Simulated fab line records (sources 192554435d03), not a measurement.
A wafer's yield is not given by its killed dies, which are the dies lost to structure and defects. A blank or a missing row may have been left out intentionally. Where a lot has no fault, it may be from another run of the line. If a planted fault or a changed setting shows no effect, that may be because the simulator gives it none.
Which of the tools did it?	flow n5-finfet	32 wafers from 11 lots sampled at 5 of the route's 1938 steps

## WHAT EACH GAUGE READ, for each wafer
N5_BEOL_M3_RS_MEAS_58: the measuring method here is four-point-probe. Usual: M3_RS gives 0.67 ohm/sq (standard deviation 0.032).
lot	measured	on	M3_RS (ohm/sq)	flag
L841	day 8 20:01	film-metro-01	0.69 0.67 0.67	
L840	day 8 21:54	film-metro-01	0.71 0.68 0.67	
L843	day 9 00:31	film-metro-02	0.67 0.62 0.68	
L842	day 9 00:48	film-metro-02	0.70 0.67 0.68	
L845	day 9 04:16	film-metro-01	0.72 0.62 0.63	
L847	day 9 18:21	film-metro-01	0.67 0.65 0.65	
L849	day 10 12:16	film-metro-02	0.68 0.64 0.63	
L851	day 11 02:26	film-metro-01	0.71 0.60 0.71	
L852	day 11 02:44	film-metro-01	0.69 0.65 0.65	
L857	day 12 10:02	film-metro-02	0.69 0.67	
L862	day 13 21:49	film-metro-02	0.71 0.68 0.65	

N5_BEOL_M4_THK_MEAS_01. Usual: M4_ILD_THK gives 78.9 nm (standard deviation 1).
lot	measured	on	M4_ILD_THK (nm)	flag
L841	day 8 20:08	film-metro-01	77.0 78.1 80.0	
L840	day 8 22:02	film-metro-01	79.9 80.5 80.3	
L843	day 9 00:39	film-metro-02	80.2 79.7 80.3	
L842	day 9 00:56	film-metro-01	79.5 78.4 80.1	
L845	day 9 04:24	film-metro-01	78.2 79.2 79.9	
L847	day 9 18:29	film-metro-01	78.2 79.2 78.8	
L849	day 10 12:24	film-metro-02	77.4 79.4 78.3	
L851	day 11 02:34	film-metro-01	80.1 78.1 79.4	
L852	day 11 02:52	film-metro-01	78.1 78.4 79.3	
L857	day 12 10:10	film-metro-01	77.8 78.8	
L862	day 13 21:57	film-metro-01	78.8 78.8 78.8	

N5_BEOL_M4_RC_MEAS_101. Usual: DIBL_N 36.6 mV/V, standard deviation 1.9; DIBL_P 36.7 mV/V, standard deviation 2.2; IOFF_N 0.16 nA/um, standard deviation 0.035; IOFF_P 0.22 nA/um, standard deviation 0.038; ION_N 672 uA/um, standard deviation 14; ION_P 462 uA/um, standard deviation 8.3; SS_N 71.6 mV/dec, standard deviation 0.65; SS_P 73.5 mV/dec, standard deviation 0.72; VT_N 250 mV, standard deviation 3.5; VT_P -250 mV, standard deviation 3.1.
lot	measured	on	DIBL_N (mV/V)	DIBL_P (mV/V)	IOFF_N (nA/um)	IOFF_P (nA/um)	ION_N (uA/um)	ION_P (uA/um)	SS_N (mV/dec)	SS_P (mV/dec)	VT_N (mV)	VT_P (mV)	flag
L841	day 9 10:38	prober-02	37.8 42.0 34.8	36.2 40.1 33.9	0.15 0.27 0.13	0.21 0.27 0.18	666 682 680	459 458 468	71.6 73.9 71.1	72.7 74.7 72.6	250 245 252	-249 -249 -251	
L840	day 9 11:10	prober-01	39.2 37.5 33.2	40.5 39.0 32.6	0.22 0.17 0.10	0.34 0.29 0.18	686 677 646	483 471 455	71.1 71.0 69.9	74.5 73.9 72.5	243 247 255	-239 -244 -252	
L843	day 9 21:14	prober-02	35.1 36.8 35.6	35.1 37.9 36.8	0.14 0.16 0.15	0.18 0.22 0.21	679 668 680	466 460 469	71.7 71.1 70.9	72.6 74.0 72.8	252 253 250	-252 -251 -249	
L842	day 10 02:23	prober-02	37.3 33.2 34.2	37.3 32.7 34.5	0.16 0.11 0.13	0.25 0.18 0.20	690 685 676	480 474 477	71.2 70.0 70.5	73.6 72.5 72.5	248 253 251	-247 -250 -249	
L845	day 10 06:55	prober-02	35.6 37.4 34.8	35.6 37.6 36.4	0.12 0.16 0.13	0.20 0.22 0.21	653 651 661	462 448 462	71.6 72.3 70.8	72.9 73.5 73.2	255 252 253	-250 -251 -248	
L847	day 10 21:10	prober-01	35.9 37.0 38.1	35.8 38.1 38.4	0.14 0.17 0.18	0.16 0.21 0.22	675 661 685	454 455 465	71.9 71.1 72.2	73.2 74.0 74.1	254 250 250	-256 -252 -254	
L849	day 11 09:17	prober-02	36.3 37.3 36.5	36.6 38.0 37.6	0.15 0.16 0.16	0.21 0.23 0.22	678 659 681	468 459 463	71.1 71.4 71.4	73.3 74.0 73.7	252 250 247	-252 -248 -250	
L851	day 11 14:56	prober-01	32.7 36.4 33.4	34.8 38.2 34.6	0.12 0.18 0.12	0.18 0.23 0.18	655 670 665	459 466 460	70.9 72.2 71.6	72.7 73.1 72.6	252 249 253	-252 -249 -252	
L852	day 11 17:41	prober-01	39.4 37.4 37.5	38.3 34.6 36.3	0.19 0.15 0.16	0.29 0.22 0.26	660 660 674	458 462 468	72.1 71.8 72.5	74.2 73.2 73.5	249 252 251	-245 -248 -248	
L857	day 13 05:17	prober-02	36.8 35.7	38.9 37.4	0.19 0.18	0.25 0.23	671 679	464 465	71.4 72.3	73.9 73.9	248 247	-248 -247	
L862	day 14 07:49	prober-02	38.0 39.0 37.8	37.2 39.1 36.6	0.19 0.23 0.18	0.26 0.31 0.25	699 682 674	472 467 463	71.8 71.8 72.4	73.5 74.1 73.6	249 245 248	-244 -244 -245	

## TOOL THAT RAN EACH LOT (tool first, then ch and the chambers of the sampled wafers, then the start)
lot	N5_BEOL_M3_ANNEAL_51	N5_BEOL_M3_CO_CAP_55
L841	rtp-anneal-02 ch 0, day 8 19:11	cvd-co-01 ch 0,1,2, day 8 19:49
L840	rtp-anneal-01 ch 0, day 8 21:05	cvd-co-01 ch 1,2, day 8 21:43
L843	rtp-anneal-02 ch 0, day 8 23:43	cvd-co-02 ch 0,2, day 9 00:20
L842	rtp-anneal-02 ch 0, day 8 23:59	cvd-co-01 ch 1,2, day 9 00:37
L845	rtp-anneal-02 ch 0, day 9 03:23	cvd-co-02 ch 0,1, day 9 04:04
L847	rtp-anneal-02 ch 0, day 9 17:35	cvd-co-02 ch 0,1,2, day 9 18:10
L849	rtp-anneal-01 ch 0, day 10 11:26	cvd-co-01 ch 0,1, day 10 12:04
L851	rtp-anneal-01 ch 0, day 11 01:43	cvd-co-01 ch 0,1,2, day 11 02:17
L852	rtp-anneal-02 ch 0, day 11 01:55	cvd-co-02 ch 0,1,2, day 11 02:32
L857	rtp-anneal-02 ch 0, day 12 09:13	cvd-co-02 ch 0,1, day 12 09:51
L862	rtp-anneal-01 ch 0, day 13 20:59	cvd-co-01 ch 0,2, day 13 21:37
- N5_BEOL_M3_ANNEAL_51: time 90 s.
- N5_BEOL_M3_CO_CAP_55: material Co, precursor CCTBA/H2, target thk 2 nm, time 102.1 s.

## AS READ BY THE TOOLS THEMSELVES (means over the sampled wafers that have a number; for cases with no such wafer, the mark the record gives instead)
N5_BEOL_M3_ANNEAL_51. Usual: wafer_temp_C_max reads 225.93 (standard deviation 0.25).
lot	tool	wafer_temp_C_max	flag
L841	rtp-anneal-02	226.01	
L840	rtp-anneal-01	225.85	
L843	rtp-anneal-02	226.20	
L842	rtp-anneal-02	225.89	
L845	rtp-anneal-02	225.98	
L847	rtp-anneal-02	225.87	
L849	rtp-anneal-01	225.90	
L851	rtp-anneal-01	225.68	
L852	rtp-anneal-02	225.87	
L857	rtp-anneal-02	226.24	
L862	rtp-anneal-01	226.01	

N5_BEOL_M3_CO_CAP_55. Usual: heater-power-w 242 W, standard deviation 23; run-length-s 124.8 s, standard deviation 0.44.
lot	tool	heater-power-w (W)	run-length-s (s)	flag
L841	cvd-co-01	258	125.0	
L840	cvd-co-01	267	124.7	
L843	cvd-co-02	232	124.3	
L842	cvd-co-01	269	124.9	
L845	cvd-co-02	229	124.2	
L847	cvd-co-02	226	124.7	
L849	cvd-co-01	262	124.7	
L851	cvd-co-01	262	124.6	
L852	cvd-co-02	225	124.6	
L857	cvd-co-02	220	95.7	OFF
L862	cvd-co-01	246	125.0	

## THE ANSWER, worked out from the rows above alone
Rule: a lot is off if the mean of its wafers that have a number lies more than 3 standard deviations from the usual mean. Also off: a lot with no number at a reading for which 4 or more lots have one. Where the step has rows for the other lots, those lots are counted as sound. Order of review: gauges by route order, followed by the tools' own readings, for which a lot's mean as printed above is used. The first step at which some lot is off is used, and at that step the reading that is off furthest; a lot without a number counts as furthest.
Off, at N5_BEOL_M3_CO_CAP_55 on run-length-s: L857.
A tool fits if, at that step or a process step before it, it ran every lot that is off, and no sound lot after the first of them. Can't be told from this: 2 tools fit, rtp-anneal-02 at N5_BEOL_M3_ANNEAL_51, cvd-co-02 at N5_BEOL_M3_CO_CAP_55.

## WHAT THE SIMULATOR PUT IN
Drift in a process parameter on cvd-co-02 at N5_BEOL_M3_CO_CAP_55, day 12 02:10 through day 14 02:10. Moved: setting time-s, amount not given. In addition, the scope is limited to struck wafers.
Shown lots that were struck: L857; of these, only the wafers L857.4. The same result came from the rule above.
